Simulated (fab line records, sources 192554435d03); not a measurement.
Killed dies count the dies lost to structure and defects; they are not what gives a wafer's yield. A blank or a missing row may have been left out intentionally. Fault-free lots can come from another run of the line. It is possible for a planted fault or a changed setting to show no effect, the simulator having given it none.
The tool behind it: which one? | flow n5-finfet | 19 wafers from 7 lots sampled at 2 of the route's 1938 steps

## WHAT THE GAUGES READ, wafer by wafer
N5_BEOL_M8_OCD_MEAS_38.
lot  | measured     | on     | trench-depth-nm (nm)
L230 | day 9 08:22  | ocd-01 | 93.3 98.6 93.4
L231 | day 9 17:30  | ocd-02 | 93.4 98.0 92.8
L238 | day 12 01:46 | ocd-01 | 94.9 92.6 95.5
L244 | day 13 04:20 | ocd-02 | 75.2 92.9
L246 | day 13 13:53 | ocd-02 | 93.8 71.9
L251 | day 15 13:39 | ocd-02 | 95.8 93.5 94.6
L253 | day 15 19:53 | ocd-02 | 90.6 97.1 93.2

## EACH LOT AND THE TOOL THAT RAN IT (in order: tool; ch and the chambers of the sampled wafers; start)
lot  | N5_BEOL_M8_TRENCH_ETCH_37
L230 | rie-diel-06 ch 0,2,3, day 9 08:13
L231 | rie-diel-06 ch 1,2,3, day 9 17:20
L238 | rie-diel-01 ch 0,2,3, day 12 01:37
L244 | rie-diel-06 ch 2,3, day 13 04:11
L246 | rie-diel-06 ch 1, day 13 13:44
L251 | rie-diel-01 ch 1,2,3, day 15 13:30
L253 | rie-diel-04 ch 0,1,3, day 15 19:44
- N5_BEOL_M8_TRENCH_ETCH_37: etches SiCOH lowk in C4F6/O2, target depth 93.478 nm, time 31.2 s.

## THE ANSWER, worked out from the rows above alone
Rule: usual is defined by the lots themselves. Put in order of their means at a reading, lots are off if they are a third of the lots or fewer, leave a main group of 4 or more, and stand apart from it by a gap of 3 or more times the standard deviation of the main group's means; of several such gaps the widest counts. A main group whose means are all the same, to the digits that the tables above print for the reading, isn't used. Also off: a lot with no number at a reading for which 4 or more lots have one. The other lots that the step has rows for count as sound.
Off, at N5_BEOL_M8_OCD_MEAS_38 on trench-depth-nm: L244, L246. For the main group the mean is 94.5 nm and the standard deviation 0.49.
If a tool, at a process step before that reading, ran all the lots that are off and no sound lot after the first of them, it fits. Gauges at N5_BEOL_M8_OCD_MEAS_38: tried the same way as those tools. One candidate fits, namely rie-diel-06 at N5_BEOL_M8_TRENCH_ETCH_37. Its last sound lot is L231 (day 9 17:20), its first lot that is off L244 (day 13 04:11): a fault that began between those two fits.

## WHAT THE SIMULATOR HAD PUT IN
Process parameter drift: rie-diel-06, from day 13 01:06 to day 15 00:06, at N5_BEOL_M8_TRENCH_ETCH_37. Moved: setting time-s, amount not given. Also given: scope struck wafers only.
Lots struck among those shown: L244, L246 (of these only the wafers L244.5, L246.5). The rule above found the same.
